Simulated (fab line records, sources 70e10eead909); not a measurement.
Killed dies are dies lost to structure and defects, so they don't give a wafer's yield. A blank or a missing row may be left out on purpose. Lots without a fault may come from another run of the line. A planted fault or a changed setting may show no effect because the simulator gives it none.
fab line records | flow nand_harc
record lots=6 wafers=18 last_day=23
route steps=1159 shown P_M2@339 P_BONDPAD@351 END@1159
lots that met no fault: from a run of the same line without faults
start_h: hours from the record's first day to the start of the lot's first wafer shown | wait_h: hours since the lot's step before | " the same as in the row above | L1.1+2: a row that stands for several wafers | - no value, or no start given | * or withheld: withheld | < > ~ a bound
route shown NAME@n: a module of which the file shows steps, and the number in the route of the first | usual: mean/standard deviation of fault-free wafers | same: alike in all rows | chamber/n: place in a boat | sites: the reading at each site | _std_site: their standard deviation | _edge_site: outer sites' mean less inner sites' | radius_mm: how far each site lies from the wafer's centre | mask NAME#n: copy n | behind: the tool/chamber that last shaped the wafer | hold: why the lot was held/for how many hours/how that ended | device: the transistor (n, p or np) that didn't switch | end of line: the same wafers' tests at the end of the route | a step without rows: its recipe alone | killed: dies lost to structure and defects at the first sort, not the wafer's yield | map: a wafer's dies, x killed, . not, _ none there
set.NAME: the setting as run; set.NAME@STEP: as run at that earlier step | model.NAME: the simulator's own value behind a step, which no gauge read
lots at some steps of the route; a table a step, a row a wafer
services: from which hour (start_h, from the record's first day; less than 0 if before it) a tool's chamber was out of use, for how many hours, and why
## steps
# step NHARC_P_M2_PRE_CLEAN_30
# recipe time_s=30 temp_c=280 gas=H2/He
# usual heater_power_w=386/43 susceptor_temp_C=279.99/0.19
# columns lot.wafer tool chamber start_h wait_h heater_power_w susceptor_temp_C
L749.1 pvd_sputter-03 - - - 347 280.03
L749.5 " - " " 394 280.02
L749.6 " - " " 323 279.92
L752.3 pvd_sputter-03 - - - 331 279.84
L752.1 " - " " 349 280.05
L752.5 " - " " 337 280.28
L757.2 pvd_sputter-03 - - - 387 279.96
L757.3 " - " " 342 279.89
L757.6 " - " " 390 279.98
L763.4 pvd_sputter-03 - - - 433 280.27
L763.6 " - " " 442 280.01
L763.5 " - " " 404 279.92
L765.2 pvd_sputter-03 - - - 402 279.80
L765.1 " - " " 345 279.88
L765.5 " - " " 437 279.84
L766.4 pvd_sputter-03 - - - 442 279.79
L766.1 " - " " 399 279.74
L766.2 " - " " 349 280.19
# step NHARC_P_M2_PVD_20
# recipe target_thk_a=50 bias_v=168.6 power_w=15000 chamber_pressure_pa=0.12 time_s=8.06 substrate_temp_c=50 material=TaN
# usual throttle_valve_pct=29.7/1.1
# columns lot.wafer tool chamber start_h wait_h throttle_valve_pct
L749.1 pvd_sputter-03 - - - 31.2
L749.6 " - " " 31.0
L749.5 " - " " 29.9
L752.1 pvd_sputter-03 - - - 28.3
L752.3 " - " " 30.0
L752.5 " - " " 28.6
L757.3 pvd_sputter-03 - - - 29.7
L757.2 " - " " 28.3
L757.6 " - " " 30.9
L763.4 pvd_sputter-03 - - - 30.6
L763.5 " - " " 28.9
L763.6 " - " " 28.1
L765.2 pvd_sputter-03 - - - 28.8
L765.1 " - " " 28.2
L765.5 " - " " 28.8
L766.4 pvd_sputter-03 - - - 29.9
L766.1 " - " " 28.6
L766.2 " - " " 30.8
# step NHARC_P_M2_PVD_21
# recipe target_thk_a=300 chamber_pressure_pa=5 power_w=5000 substrate_temp_c=30 time_s=20.49 material=Cu
# step NHARC_P_M2_ECD_22
# recipe target_thk_a=4000 bath_temp_c=25 material=Cu
# step NHARC_P_M2_ANNEAL_31
# recipe temp_c=225 time_s=90
# usual anneal_temp_c_max=226.5/0.63 wafer_temp_C_max=225.98/0.24
# columns lot.wafer tool chamber start_h wait_h anneal_temp_c_max wafer_temp_C_max
L749.1 rtp_anneal-01 0 143.04 0.3 227.1 226.46
L749.5 " 0 " " 227.0 226.10
L749.6 " 0 " " 226.6 226.19
L752.1 rtp_anneal-02 0 144.05 - 225.8 225.63
L752.3 " 0 " " 225.8 225.73
L752.5 " 0 " " 226.1 225.80
L757.2 rtp_anneal-02 0 170.74 - 225.8 226.07
L757.3 " 0 " " 225.8 226.33
L757.6 " 0 " " 225.6 226.21
L763.4 rtp_anneal-01 0 205.68 0.4 226.4 225.82
L763.5 " 0 " " 227.3 225.70
L763.6 " 0 " " 226.5 225.76
L765.1 rtp_anneal-01 0 232.75 0.3 227.6 226.14
L765.2 " 0 " " 227.2 226.06
L765.5 " 0 " " 226.5 225.71
L766.1 rtp_anneal-01 0 242.94 0.3 226.9 226.04
L766.2 " 0 " " 226.5 225.98
L766.4 " 0 " " 227.5 225.78
# step NHARC_P_M2_CMP_23
# recipe t_overpolish_s=20 target_thk_nm=144.3
# usual motor_current_A=12.6/1.2 pad_life_wafers=206/150 time_to_endpoint_s=28.3/2.5
# columns lot.wafer tool chamber start_h wait_h motor_current_A pad_life_wafers time_to_endpoint_s
L749.1 cmp-02 1 143.41 - 11.4 19 28.2
L749.5 " 0 " " 12.9 - 27.0
L749.6 " 1 " " 12.4 - 28.6
L752.1 cmp-01 3 144.39 - 13.3 354 28.1
L752.3 " 0 " " 11.1 355 28.5
L752.5 " 0 " " 11.4 - 28.3
L757.3 cmp-01 3 171.07 - 13.8 505 29.7
L757.2 " 0 " " 11.4 506 30.6
L757.6 " 2 " " 10.8 - 27.3
L763.4 cmp-02 2 205.89 - 13.1 385 29.5
L763.5 " 1 " " 12.6 - 31.3
L763.6 " 2 " " 12.8 - 29.7
L765.2 cmp-04 3 233.12 - 14.2 109 26.2
L765.1 " 1 " " 12.6 111 25.7
L765.5 " 2 " " 14.7 - 23.2
L766.4 cmp-02 0 243.28 - 13.4 36 28.0
L766.1 " 1 " " 12.7 37 27.5
L766.2 " 2 " " 13.2 38 26.2
# step NHARC_P_M2_THK_MEAS_24
# recipe thk_meas_gauge=xrf
# usual thk_nm=144.0/1.3
# columns lot.wafer tool chamber start_h wait_h thk_nm
L749.1 film_metro-01 - 143.70 - 144.8
L749.5 " - " " 143.4
L749.6 " - " " 145.8
L752.1 film_metro-01 - 144.71 - 142.4
L752.3 " - " " 143.0
L752.5 " - " " 143.9
L757.2 film_metro-01 - 171.35 - 143.4
L757.3 " - " " 144.0
L757.6 " - " " 143.5
L763.4 film_metro-01 - 206.18 - 144.5
L763.5 " - " " 146.9
L763.6 " - " " 143.8
L765.1 film_metro-01 - 233.41 - 139.6
L765.2 " - " " 142.2
L765.5 " - " " 142.1
L766.1 film_metro-01 - 243.60 - 143.6
L766.2 " - " " 142.9
L766.4 " - " " 144.7
# step NHARC_P_M2_SRD_25
# step NHARC_P_M2_INSPECT_27
# usual raw_defect_count=332/160
# columns lot.wafer tool chamber start_h wait_h raw_defect_count
L749.1 defect_inspect-01 - 143.85 0.0 302
L749.5 " - " " 167
L749.6 " - " " 240
L752.1 defect_inspect-01 - 144.88 0.1 241
L752.3 " - " " 264
L752.5 " - " " 280
L757.2 defect_inspect-01 - 171.51 0.0 235
L757.3 " - " " 368
L757.6 " - " " 221
L763.4 defect_inspect-02 - 206.34 0.0 337
L763.5 " - " " 188
L763.6 " - " " 201
L765.1 defect_inspect-01 - 233.57 0.0 368
L765.2 " - " " 211
L765.5 " - " " 277
L766.1 defect_inspect-02 - 243.76 0.0 455
L766.2 " - " " 175
L766.4 " - " " 289
# step NHARC_P_M2_PRE_CLEAN_32
# recipe time_s=12 temp_c=370 rf_power_w=300 gas=NH3
# step NHARC_P_M2_DEP_33
# recipe target_thk_a=300 temp_c=370 target_thk_nm=30 pressure_torr=3 flow_sccm=200 rf_w=450 material=SiCN
# usual heater_power_w=556/74 rf_fwd_power_W=449.2/1.5 susceptor_temp_C=369.99/0.2
# columns lot.wafer tool chamber start_h wait_h heater_power_w rf_fwd_power_W susceptor_temp_C
L749.1 pecvd-03 1 144.00 0.1 415 451.3 370.12
L749.6 " 1 " " 418 449.7 369.81
L749.5 " 2 " " 575 447.9 370.00
L752.1 pecvd-02 1 145.07 0.1 560 448.9 369.76
L752.3 " 2 " " 574 448.1 369.74
L752.5 " 0 " " 512 450.6 369.82
L757.2 pecvd-04 1 171.70 0.1 642 447.5 370.05
L757.3 " 2 " " 618 449.4 370.21
L757.6 " 2 " " 612 449.1 370.16
L763.6 pecvd-02 0 206.96 0.2 496 446.1 370.17
L763.5 " 1 " " 613 450.8 369.96
L763.4 " 2 " " 663 447.7 369.89
L765.2 pecvd-02 2 233.88 0.1 621 448.9 370.21
L765.1 " 1 " " 591 450.4 370.00
L765.5 " 0 " " 507 451.0 369.87
L766.2 pecvd-02 1 243.90 0.1 597 451.2 369.60
L766.1 " 0 " " 455 449.5 369.99
L766.4 " 0 " " 464 452.4 369.91
# step NHARC_P_BONDPAD_DEP_00
# recipe target_thk_a=2500 temp_c=370 target_thk_nm=250 pressure_torr=3 flow_sccm=200 rf_w=450 material=SiCN
# usual heater_power_w=555/83 rf_fwd_power_W=448.9/1.4 susceptor_temp_C=370.01/0.23
# columns lot.wafer tool chamber start_h wait_h heater_power_w rf_fwd_power_W susceptor_temp_C
L749.1 pecvd-04 1 144.51 - 597 452.4 370.04
L749.5 " 2 " " 630 449.4 369.83
L749.6 " 1 " " 613 450.7 369.48
L752.1 pecvd-03 0 145.42 - 592 448.1 370.08
L752.3 " 2 " " 538 447.4 369.85
L752.5 " 1 " " 379 448.8 370.36
L752.1 pecvd-03 0 146.03 - 618 451.0 369.66
L752.3 " 2 " " 554 448.0 369.83
L752.5 " 1 " " 385 450.8 370.12
L757.2 pecvd-02 2 172.07 - 548 451.1 370.35
L757.3 " 0 " " 514 446.6 369.86
L757.6 " 0 " " 522 446.0 369.88
L757.2 pecvd-02 2 172.67 - 557 449.9 369.94
L757.3 " 0 " " 511 450.7 369.72
L757.6 " 0 " " 533 450.1 369.98
L763.4 pecvd-02 2 207.35 - 582 446.3 370.04
L763.6 " 0 " " 489 447.9 369.98
L763.5 " 1 " " 583 448.5 370.09
L765.2 pecvd-03 0 234.37 - 626 449.9 370.01
L765.1 " 1 " " 411 448.9 369.58
L765.5 " 0 " " 626 449.2 370.04
L766.2 pecvd-02 1 244.34 - 610 449.6 369.73
L766.1 " 2 " " 636 448.7 370.16
L766.4 " 2 " " 506 448.9 370.09
# step NHARC_P_BONDPAD_CMP_32
# recipe target_thk_nm=200 material=SiCN
# step NHARC_END_SORT_01
# recipe temp_c=25
# usual defect_limited_yield=95.3/1.6 killed_at_array=28/10 killed_at_other=0.6/0.85 killed_at_periphery=3.3/2.3 killed_dies=32/11 killed_open=3.3/1.5 killed_short=2.1/1.4 sort_bin_2_pct=1.5/0.63 sort_bin_3_pct=0.25/0.21 sort_bin_4_pct=3.0/1.1 sort_n_pass=645/11 sort_rim_yield_pct=97.6/1.6 sort_yield_pct=95.3/1.6
# same gross_dies=677 sort_bin_5_pct[%]=0 sort_bin_6_pct[%]=0 sort_bin_7_pct[%]=0 sort_bin_8_pct[%]=0 sort_rim_n_gross=106.00
# columns lot.wafer tool chamber start_h wait_h defect_limited_yield[%] killed_at_array killed_at_other killed_at_periphery killed_dies killed_open killed_short sort_bin_2_pct[%] sort_bin_3_pct[%] sort_bin_4_pct[%] sort_n_pass sort_rim_yield_pct[%] sort_yield_pct[%]
L749.1 prober-01 0 458.46 2.5 96.3 22 0 3 25 3 1 1.2 0.15 2.4 652 97.2 96.3
L749.5 prober-01 0 461.65 3.7 97.2 16 2 1 19 2 0 1.0 0 1.8 658 96.2 97.2
L749.6 prober-01 0 462.45 4.0 96.2 23 1 2 26 4 2 1.2 0.15 2.5 651 93.4 96.2
L752.1 prober-01 0 466.27 2.5 95.7 20 1 8 29 4 2 1.2 0 3.1 648 96.2 95.7
L752.3 prober-01 0 467.88 3.1 96.8 19 0 3 22 4 3 1.3 0 1.9 655 98.1 96.8
L752.5 prober-01 0 469.49 3.7 96.9 21 0 0 21 2 0 1.2 0.15 1.8 656 98.1 96.9
L757.2 prober-01 0 484.57 2.8 95.6 26 0 4 30 6 2 1.2 0.15 3.1 647 97.2 95.6
L757.3 prober-01 0 485.36 3.1 95.9 27 0 1 28 2 3 0.7 0.59 2.8 649 96.2 95.9
L757.6 prober-01 0 487.75 4.0 95.7 27 1 1 29 2 2 1.2 0.44 2.7 648 97.2 95.7
L765.1 prober-02 0 545.40 2.5 92.9 39 3 6 48 2 2 1.8 0.74 4.6 629 95.3 92.9
L765.2 prober-02 0 546.22 2.8 93.8 37 1 4 42 3 1 1.9 0.44 3.8 635 97.2 93.8
L765.5 prober-02 0 548.65 3.7 92.8 46 0 3 49 4 1 2.5 0.59 4.1 628 98.1 92.8
L766.1 prober-02 0 555.60 2.5 93.2 44 0 2 46 3 2 2.1 0.30 4.4 631 95.3 93.2
L766.2 prober-02 0 556.40 2.8 92.2 49 1 3 53 2 2 1.6 0.74 5.5 624 98.1 92.2
L766.4 prober-02 0 558.02 3.4 93.1 44 0 3 47 5 2 2.2 0.44 4.3 630 98.1 93.1
# killed by level:class
L749.1 A_STAIRCASE:chamber_film_flake=6 A_CHANNEL_HOLE_D1:chamber_film_flake=5 A_CONTACT:geometric_particle:open=2 A_SLIT:chamber_film_flake=2 P_M2:geometric_particle:open=1 A_WL_FILL:geometric_particle:short=1 P_ZERO_WELL:chamber_film_flake=1 P_GATE:chamber_film_flake=1
L749.5 A_STAIRCASE:chamber_film_flake=9 A_CHANNEL_HOLE_D1:chamber_film_flake=3 THIN_TSV:chamber_film_flake=2 A_WL_FILL:geometric_particle:open=1 A_CONTACT:geometric_particle:open=1 P_ZERO_WELL:chamber_film_flake=1 A_CHANNEL_FILL_D1:chamber_film_flake=1 A_CONTACT:chamber_film_flake=1
L749.6 A_CHANNEL_FILL_D1:chamber_film_flake=5 A_STAIRCASE:chamber_film_flake=4 A_CHANNEL_HOLE_D1:chamber_film_flake=3 A_CONTACT:chamber_film_flake=3 A_STAIRCASE:geometric_particle:open=1 A_WL_FILL:geometric_particle:short=1 A_CONTACT:geometric_particle:short=1 A_BLC:geometric_particle:open=1
L752.1 A_CHANNEL_HOLE_D1:chamber_film_flake=13 A_STAIRCASE:chamber_film_flake=4 P_CONTACT:geometric_particle:open=3 P_GATE:chamber_film_flake=2 A_CONTACT:chamber_film_flake=2 P_STI:geometric_particle:short=1 P_CONTACT:geometric_particle:short=1 P_M0:geometric_particle:open=1
L752.3 A_CHANNEL_HOLE_D1:chamber_film_flake=12 A_BLC:geometric_particle:open=2 A_STAIRCASE:chamber_film_flake=2 P_GATE:geometric_particle:open=1 P_CONTACT:geometric_particle:short=1 A_CHANNEL_FILL_D1:geometric_particle:short=1 A_M0:geometric_particle:open=1 A_M1:geometric_particle:short=1
L752.5 A_CHANNEL_HOLE_D1:chamber_film_flake=12 A_STAIRCASE:chamber_film_flake=5 A_SLIT:chamber_film_flake=2 A_ONON_D1:geometric_particle:open=1 A_BLC:geometric_particle:open=1
L757.2 A_SLIT:chamber_film_flake=8 A_CONTACT:chamber_film_flake=7 A_CHANNEL_HOLE_D1:chamber_film_flake=5 A_WL_FILL:geometric_particle:open=2 P_GATE:geometric_particle:open=1 P_CONTACT:geometric_particle:open=1 P_M1:geometric_particle:open=1 A_CHANNEL_HOLE_D1:geometric_particle:short=1
L757.3 A_SLIT:chamber_film_flake=11 A_CHANNEL_HOLE_D1:chamber_film_flake=5 A_CONTACT:chamber_film_flake=3 A_STAIRCASE:chamber_film_flake=2 A_ONON_D1:geometric_particle:short=1 A_ONON_D1:geometric_particle:open=1 A_CHANNEL_FILL_D1:geometric_particle:open=1 A_CHANNEL_FILL_D1:geometric_particle:short=1
L757.6 A_SLIT:chamber_film_flake=13 A_STAIRCASE:chamber_film_flake=5 A_CHANNEL_HOLE_D1:chamber_film_flake=3 A_CONTACT:chamber_film_flake=2 A_SGD_CUT:geometric_particle:open=1 A_WL_FILL:geometric_particle:short=1 A_M0:geometric_particle:short=1 A_M0:geometric_particle:open=1
L765.1 A_CHANNEL_HOLE_D1:chamber_film_flake=21 A_SLIT:chamber_film_flake=12 P_ZERO_WELL:chamber_film_flake=3 A_CONTACT:chamber_film_flake=3 P_GATE:chamber_film_flake=2 THIN_TSV:chamber_film_flake=2 A_ONON_D1:geometric_particle:open=1 A_M0:geometric_particle:short=1
L765.2 A_CHANNEL_HOLE_D1:chamber_film_flake=17 A_SLIT:chamber_film_flake=15 P_M0:geometric_particle:open=2 A_ZERO_WELL:chamber_film_flake=2 A_CONTACT:chamber_film_flake=2 P_M0:geometric_particle:short=1 A_BLC:geometric_particle:open=1 P_STI:chamber_film_flake=1
L765.5 A_CHANNEL_HOLE_D1:chamber_film_flake=20 A_SLIT:chamber_film_flake=17 A_CONTACT:chamber_film_flake=3 P_CONTACT:geometric_particle:open=1 A_ONON_D1:geometric_particle:open=1 A_CONTACT:geometric_particle:short=1 A_BLC:geometric_particle:open=1 A_M0:geometric_particle:open=1
L766.1 A_SLIT:chamber_film_flake=18 A_CHANNEL_HOLE_D1:chamber_film_flake=11 A_CONTACT:chamber_film_flake=5 A_STAIRCASE:chamber_film_flake=3 A_ZERO_WELL:chamber_film_flake=2 P_GATE:geometric_particle:short=1 P_M0:geometric_particle:open=1 A_ONON_D1:geometric_particle:short=1
L766.2 A_CHANNEL_HOLE_D1:chamber_film_flake=24 A_SLIT:chamber_film_flake=17 A_CONTACT:chamber_film_flake=3 P_M0:geometric_particle:open=2 A_STAIRCASE:chamber_film_flake=2 A_ONON_D1:geometric_particle:short=1 A_M0:geometric_particle:short=1 P_GATE:chamber_film_flake=1
L766.4 A_CHANNEL_HOLE_D1:chamber_film_flake=17 A_SLIT:chamber_film_flake=16 A_CHANNEL_FILL_D1:geometric_particle:short=2 A_M0:geometric_particle:open=2 A_STAIRCASE:chamber_film_flake=2 A_CONTACT:chamber_film_flake=2 P_M1:geometric_particle:open=1 A_CONTACT:geometric_particle:open=1
## services
# columns tool chamber start_h hours kind
cmp-02 - 135.02 4.0 pm
pecvd-04 - 148.73 1.8 repair
pecvd-04 - 151.20 1.7 repair
pecvd-02 - 153.27 13.0 pm
pecvd-02 0 153.27 13.0 vent_cycle
pecvd-02 1 153.27 13.0 vent_cycle
pecvd-02 2 153.27 13.0 vent_cycle
cmp-01 - 154.72 0.6 repair
pvd_sputter-03 - 165.34 0.6 repair
cmp-01 - 167.40 0.4 repair
pecvd-02 - 170.28 0.6 repair
cmp-01 - 179.53 4.0 pm
cmp-01 - 183.65 0.4 repair
cmp-02 - 186.99 0.6 repair
pecvd-04 - 195.00 13.0 pm
pecvd-03 0 196.69 13.8 repair
cmp-04 - 204.92 4.0 pm
cmp-04 - 214.14 1.1 repair
cmp-01 - 223.69 0.3 repair
cmp-02 - 233.02 4.0 pm
cmp-04 - 234.07 1.8 repair
cmp-01 - 234.29 1.7 repair
cmp-02 - 239.02 0.4 repair
pecvd-04 0 240.18 6.7 repair
## key
first_sign step=NHARC_P_BONDPAD_DEP_00 reading=visit direction=added
effect none on later readings
met_at NHARC_P_BONDPAD_DEP_00
struck_wafers L752.1,L752.3,L752.5,L757.2,L757.3,L757.6
fault kind=repeated_step_whole tool=pecvd-02,pecvd-03,pecvd-04 chamber=- onset_h=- steps=NHARC_P_BONDPAD_DEP_00 times=1 scope=struck_lots_only
